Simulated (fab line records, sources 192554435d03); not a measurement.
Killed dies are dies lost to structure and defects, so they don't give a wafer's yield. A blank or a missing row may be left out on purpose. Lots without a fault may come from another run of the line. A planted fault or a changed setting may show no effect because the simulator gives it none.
fab line records | flow n5_finfet
record lots=6 wafers=16 last_day=16
route steps=1938 shown MOL_CONTACT_COAG@547 BEOL_M4@1111 PASSIVATION@1936
lots that met no fault: from a run of the same line without faults
start_h: hours from the record's first day to the start of the lot's first wafer shown | wait_h: hours since the lot's step before | " the same as in the row above | L1.1+2: a row that stands for several wafers | - no value, or no start given | * or withheld: withheld | < > ~ a bound
route shown NAME@n: a module of which the file shows steps, and the number in the route of the first | usual: mean/standard deviation of fault-free wafers | same: alike in all rows | chamber/n: place in a boat | sites: the reading at each site | _std_site: their standard deviation | _edge_site: outer sites' mean less inner sites' | radius_mm: how far each site lies from the wafer's centre | mask NAME#n: copy n | behind: the tool/chamber that last shaped the wafer | hold: why the lot was held/for how many hours/how that ended | device: the transistor (n, p or np) that didn't switch | end of line: the same wafers' tests at the end of the route | a step without rows: its recipe alone | killed: dies lost to structure and defects at the first sort, not the wafer's yield | map: a wafer's dies, x killed, . not, _ none there
set.NAME: the setting as run; set.NAME@STEP: as run at that earlier step | model.NAME: the simulator's own value behind a step, which no gauge read
lots at some steps of the route; a table a step, a row a wafer
services: from which hour (start_h, from the record's first day; less than 0 if before it) a tool's chamber was out of use, for how many hours, and why
## steps
# step N5_MOL_CONTACT_COAG_SPUTTER_143
# recipe material=Co target_thk_a=25 temp_c=25 chamber_pressure_pa=0.2
# usual throttle_valve_pct=30.4/0.85
# columns lot.wafer tool chamber start_h wait_h throttle_valve_pct
L631.4 pvd_sputter-01 - 116.15 0.0 29.5
L631.5 " - " " 30.7
L631.6 " - " " 30.5
L633.1 pvd_sputter-03 - 125.16 0.0 29.8
L633.3 " - " " 30.5
L633.6 " - " " 30.7
L636.2 pvd_sputter-02 - 145.17 0.0 30.9
L636.3 " - " " 32.3
L637.3 pvd_sputter-03 - 155.81 0.0 29.4
L637.5 " - " " 30.8
L641.2 pvd_sputter-03 - 176.78 0.0 30.6
L641.3 " - " " 29.7
L641.6 " - " " 29.5
L643.1 pvd_sputter-03 - 185.69 0.0 30.4
L643.4 " - " " 29.6
L643.5 " - " " 29.5
# step N5_MOL_CONTACT_COAG_CO_FILL_22
# recipe material=Co target_thk_a=200 temp_c=200 precursor=CCTBA/H2 pressure_torr=30
# usual heater_power_w=237/23
# columns lot.wafer tool chamber start_h wait_h heater_power_w
L631.4 cvd_co-02 0 116.56 0.4 249
L631.5 " 0 " " 245
L631.6 " 2 " " 225
L633.1 cvd_co-01 1 125.28 0.1 278
L633.3 " 0 " " 217
L633.6 " 2 " " 212
L636.2 cvd_co-02 0 145.29 0.1 258
L636.3 " 1 " " 229
L637.3 cvd_co-02 0 155.93 0.1 253
L637.5 " 2 " " 216
L641.2 cvd_co-02 1 176.90 0.1 223
L641.3 " 0 " " 253
L641.6 " 2 " " 224
L643.1 cvd_co-01 2 185.81 0.1 213
L643.4 " 0 " " 223
L643.5 " 1 " " 285
# step N5_MOL_CONTACT_COAG_ANNEAL_113
# recipe temp_c=400 time_s=300 ambient=H2/N2
# usual lamp_power_pct=2.6/0.31 wafer_temp_C_max=402.4/0.47
# columns lot.wafer tool chamber start_h wait_h lamp_power_pct wafer_temp_C_max
L631.4 rtp_anneal-02 0 117.84 1.0 3.0 402.2
L631.5 " 0 " " 3.0 401.0
L631.6 " 0 " " 3.0 401.5
L633.1 rtp_anneal-01 0 125.93 0.4 2.4 402.5
L633.3 " 0 " " 2.4 402.5
L633.6 " 0 " " 2.4 401.8
L636.2 rtp_anneal-01 0 146.18 0.6 2.4 402.5
L636.3 " 0 " " 2.4 402.2
L637.3 rtp_anneal-02 0 156.85 0.6 3.0 403.0
L637.5 " 0 " " 3.0 402.2
L641.2 rtp_anneal-02 0 177.69 0.5 3.0 402.1
L641.3 " 0 " " 3.0 402.9
L641.6 " 0 " " 3.0 402.4
L643.1 rtp_anneal-01 0 186.43 0.3 2.4 402.3
L643.4 " 0 " " 2.4 403.5
L643.5 " 0 " " 2.4 402.3
# step N5_MOL_CONTACT_COAG_PRE_CLEAN_142
# recipe gas=H2/He time_s=60 temp_c=300
# step N5_MOL_CONTACT_COAG_SPUTTER_130
# recipe material=Co target_thk_a=475 temp_c=25 chamber_pressure_pa=0.5 power_w=3000
# usual cathode_dc_power_W=3000.1/0.52 throttle_valve_pct=30.4/0.85
# columns lot.wafer tool chamber start_h wait_h cathode_dc_power_W throttle_valve_pct
L631.4 pvd_sputter-02 - 119.40 0.0 3000.6 31.1
L631.5 " - " " 2999.9 29.2
L631.6 " - " " 2999.6 31.0
L633.1 pvd_sputter-02 - 130.33 0.0 3001.1 32.7
L633.3 " - " " 2999.8 29.4
L633.6 " - " " 3000.1 31.0
L636.2 pvd_sputter-01 - 149.72 0.0 3000.2 30.4
L636.3 " - " " 2999.8 30.8
L637.3 pvd_sputter-03 - 159.51 0.0 3000.6 29.7
L637.5 " - " " 3000.9 30.5
L641.2 pvd_sputter-01 - 178.53 0.0 3000.0 30.6
L641.3 " - " " 2999.8 30.4
L641.6 " - " " 3000.3 30.6
L643.1 pvd_sputter-03 - 187.95 0.0 3000.7 30.5
L643.4 " - " " 3000.0 30.9
L643.5 " - " " 3000.3 30.6
# step N5_MOL_CONTACT_COAG_PRECLEAN_125
# recipe chemistry=DIW time_s=57.5 temp_c=23
# step N5_MOL_CONTACT_COAG_SRD_126
# recipe dry_time_s=32 dry=n2_spin spin_rpm=1500
# step N5_MOL_CONTACT_COAG_CMP_23
# recipe stop_on=SiO2 t_overpolish_s=1.5 post_cmp_clean=cu_alkaline down_force_psi=2 platen_rpm=50.289 pad_velocity_m_s=1.0006 target_thk_nm=0
# usual motor_current_A=8.4/0.79 overpolish_run_s=1.500/0.0092 time_to_endpoint_s=9/3.7
# columns lot.wafer tool chamber start_h wait_h motor_current_A overpolish_run_s time_to_endpoint_s
L631.4 cmp-04 3 119.62 0.1 8.8 1.487 10
L631.5 " 2 " " 8.3 1.479 16
L631.6 " 3 " " 9.0 1.495 12
L633.3 cmp-01 1 130.55 0.1 9.0 1.497 5
L633.1 " 3 " " 7.9 1.496 10
L633.6 " 1 " " 8.4 1.510 7
L636.3 cmp-01 3 149.90 0.0 8.3 1.497 12
L636.2 " 1 " " 8.9 1.488 7
L637.3 cmp-04 1 159.69 0.0 7.9 1.506 12
L637.5 " 2 " " 8.5 1.492 17
L641.3 cmp-01 1 178.75 0.1 8.7 1.511 10
L641.2 " 3 " " 8.8 1.500 14
L641.6 " 1 " " 8.7 1.498 11
L643.4 cmp-04 0 188.13 0.0 7.6 1.508 10
L643.1 " 1 " " 7.6 1.501 9
L643.5 " 1 " " 7.2 1.514 8
# step N5_MOL_CONTACT_COAG_WET_ETCH_26
# recipe target=Co target_depth_nm=13
# step N5_MOL_CONTACT_COAG_WET_ETCH_116
# recipe chemistry=SC1-inhibited target_depth_nm=4.6 dry=ipa_marangoni rinse_time_s=30 rinse_temp_c=23
# step N5_MOL_CONTACT_COAG_ALD_27
# recipe material=SiOC target_thk_a=170 temp_c=400 ald_precursor_family=carbosiloxane ald_co_reactant=H2-plasma pulse_time_s=1.5 time_s=2720 purge_time_s=2 co_reactant_purge_time_s=2 ald_cycles=340 pressure_torr=2
# usual ald_cycles=340/0 heater_power_w=820/56 precursor_pulse_height_rel=0.997/0.019 run_length_s=2769.7/0.46 time_s=2720/0
# same co_reactant_purge_time_s=2
# columns lot.wafer tool chamber start_h wait_h ald_cycles heater_power_w precursor_pulse_height_rel run_length_s time_s model.SiOC_of_MOL_CONTACT_COAG_ALD_27.thk_nm
L631.4 ald_sin-03 2 120.40 0.0 340 825 1.037 2770.1 2720 17
L631.5 " 3 " " 340 826 1.020 2769.8 2720 17
L631.6 " 0 " " 340 751 0.989 2769.2 2720 17
L633.1 ald_sin-02 1 131.33 0.0 340 888 1.011 2769.6 2720 17
L633.3 " 0 " " 340 854 0.987 2769.6 2720 17
L633.6 " 2 " " 340 894 0.985 2769.8 2720 17
L636.2 ald_sin-03 2 150.73 0.0 340 829 0.969 2770.7 2720 17
L636.3 " 1 " " 302 794 1.005 2465.8 2416 15.2
L637.3 ald_sin-03 3 160.51 0.0 302 829 0.977 2466.0 2416 15
L637.5 " 2 " " 340 841 1.010 2770.2 2720 17
L641.2 ald_sin-01 3 180.64 1.1 340 723 0.973 2769.6 2720 17
L641.3 " 0 " " 340 839 1.022 2770.1 2720 17
L641.6 " 2 " " 340 868 0.999 2770.2 2720 17
L643.1 ald_sin-01 2 189.58 0.7 340 881 1.013 2770.3 2720 17
L643.4 " 1 " " 340 712 0.964 2769.5 2720 17
L643.5 " 2 " " 340 846 0.983 2770.5 2720 17
# step N5_MOL_CONTACT_COAG_CMP_28
# recipe stop_on=SiNx t_overpolish_s=0.85 post_cmp_clean=alkaline_brush down_force_psi=4.15 platen_rpm=51.8 pad_velocity_m_s=1.0307 target_thk_nm=14.522
# step N5_BEOL_M4_RC_MEAS_101
# usual DIBL_N=36.2/2 DIBL_P=36.1/2.4 IOFF_N=0.16/0.035 IOFF_P=0.22/0.041 ION_N=675/14 ION_P=465/8.6 SS_N=71.5/0.64 SS_P=73.2/0.76 VT_N=250/3.9 VT_P=-249/3.4
# columns lot.wafer tool chamber start_h wait_h DIBL_N[mV/V] DIBL_P[mV/V] IOFF_N[nA/um] IOFF_P[nA/um] ION_N[uA/um] ION_P[uA/um] SS_N[mV/dec] SS_P[mV/dec] VT_N[mV] VT_P[mV]
L631.4 prober-02 0 199.60 0.5 34.2 33.6 0.11 0.15 656 453 71.0 72.7 256 -254
L631.5 " 0 " " 31.8 32.2 0.08 0.14 638 450 70.5 72.5 260 -257
L631.6 " 0 " " 34.7 35.2 0.12 0.17 657 455 70.5 72.9 253 -252
L633.1 prober-01 0 205.99 0.0 37.3 37.2 0.18 0.24 675 465 72.0 73.2 247 -249
L633.3 " 0 " " 35.4 36.0 0.14 0.23 678 473 71.4 73.2 252 -247
L633.6 " 0 " " 35.6 36.1 0.15 0.23 677 464 71.3 73.7 250 -247
L636.2 prober-02 0 225.34 0.2 33.3 33.7 0.12 0.18 647 453 70.1 72.8 253 -247
L636.3 " 0 " " 34.5 34.4 0.13 0.19 653 455 70.6 73.2 250 -251
L637.3 prober-02 0 227.29 0.3 39.9 40.1 0.22 0.27 695 472 72.5 74.0 243 -245
L637.5 " 0 " " 39.2 39.2 0.21 0.23 693 468 72.0 74.3 246 -249
L641.2 prober-01 0 262.41 0.2 37.3 35.4 0.16 0.21 664 455 71.4 73.5 249 -248
L641.3 " 0 " " 34.5 33.3 0.13 0.19 674 474 71.1 72.5 249 -247
L641.6 " 0 " " 36.0 34.2 0.14 0.19 682 467 70.9 73.3 250 -250
L643.1 prober-01 0 264.24 0.0 37.9 37.7 0.17 0.24 681 466 72.2 73.2 251 -245
L643.4 " 0 " " 35.6 35.9 0.13 0.21 671 474 71.3 72.7 253 -249
L643.5 " 0 " " 35.6 34.7 0.13 0.20 663 468 71.7 72.9 249 -248
# step N5_PASSIVATION_PROBE_49
# usual defect_limited_yield=91.1/1.4 killed_at_M0_to_M3=36/9.9 killed_at_M4_up=13/5.8 killed_at_contacts=14/5.9 killed_at_front_end=39/11 killed_at_other=3.4/2.9 killed_dies=105/17 killed_open=70/13 killed_short=34/7.3 sort_bin_5_function=5.3/1 sort_bin_6_memory=3.3/0.62 sort_bin_8_speed=0.01/0.057 sort_n_pass=1075/17 sort_yield_pct=91.1/1.4
# same gross_dies=1180 killed_at_back_side=0 sort_bin_4_leakage[%]=0
# columns lot.wafer tool chamber start_h wait_h defect_limited_yield[%] killed_at_M0_to_M3 killed_at_M4_up killed_at_contacts killed_at_front_end killed_at_other killed_dies killed_open killed_short sort_bin_5_function[%] sort_bin_6_memory[%] sort_bin_8_speed[%] sort_n_pass sort_yield_pct[%]
L637.5 prober-02 - 333.76 0.6 91.5 24 25 14 37 0 100 74 25 5.0 3.1 0 1080 91.5
# killed by level:class
L637.5 BEOL_M4:geometric_particle:open=12 MOL_CONTACT_COAG:geometric_particle:open=11 BEOL_M2:geometric_particle:open=9 STI_FIN_REVEAL:geometric_particle:open=7 DUMMY_GATE:geometric_particle:open=7 FIN_SAQP:geometric_particle:short=5 BEOL_M1:geometric_particle:open=5 FIN_SAQP:geometric_particle:open=4
## services
# columns tool chamber start_h hours kind
cmp-04 - 92.15 0.5 repair
cmp-01 - 96.48 1.3 repair
ald_sin-03 0 100.24 - clean
ald_sin-03 1 100.24 - clean
ald_sin-03 2 100.24 - clean
ald_sin-03 3 100.24 - clean
cmp-01 - 108.08 1.0 repair
cmp-01 - 114.21 6.9 pm
cvd_co-02 1 114.67 - clean
cvd_co-02 1 114.67 22.0 scheduled_down
cvd_co-02 1 114.67 22.0 vent_cycle
cmp-04 - 129.60 4.0 pm
cmp-04 - 133.60 - consumable_replace:conditioner
cmp-04 - 133.60 - consumable_replace:pad
cmp-04 - 137.12 8.7 pm
pvd_sputter-01 - 163.99 2.8 repair
cmp-04 - 171.79 2.0 repair
ald_sin-02 - 178.02 14.0 pm
ald_sin-02 0 178.02 14.0 vent_cycle
ald_sin-02 1 178.02 14.0 vent_cycle
cmp-01 - 181.28 0.8 repair
ald_sin-01 3 182.61 7.9 repair
cmp-04 - 188.62 1.3 repair
cvd_co-02 - 189.79 0.3 repair
## key
first_sign step=N5_MOL_CONTACT_COAG_ALD_27 reading=ald_cycles direction=down sigmas=99+ usual=* struck=*
effect step=N5_MOL_CONTACT_COAG_ALD_27 reading=time_s direction=down sigmas=99+ usual=* struck=*
model_effect step=N5_MOL_CONTACT_COAG_ALD_27 value=SiOC_of_MOL_CONTACT_COAG_ALD_27.thk_nm without=16.9 struck=15.1
met_at N5_MOL_CONTACT_COAG_ALD_27
struck_wafers L636.3,L637.3
baseline_loss step=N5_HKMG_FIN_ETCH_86 wafers=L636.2
onset_between 120.40 150.73
fault kind=process_parameter_drift tool=ald_sin-03 chamber=- onset_h=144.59 steps=N5_MOL_CONTACT_COAG_ALD_27 channel=ald_cycles offset=* shape=step end_h=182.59 scope=struck_wafers_only acts_in=* stated=*
# baseline_loss: these wafers lose ten dies or more at that step, a loss of the line's own and not of a fault; the sort's usual values leave them out
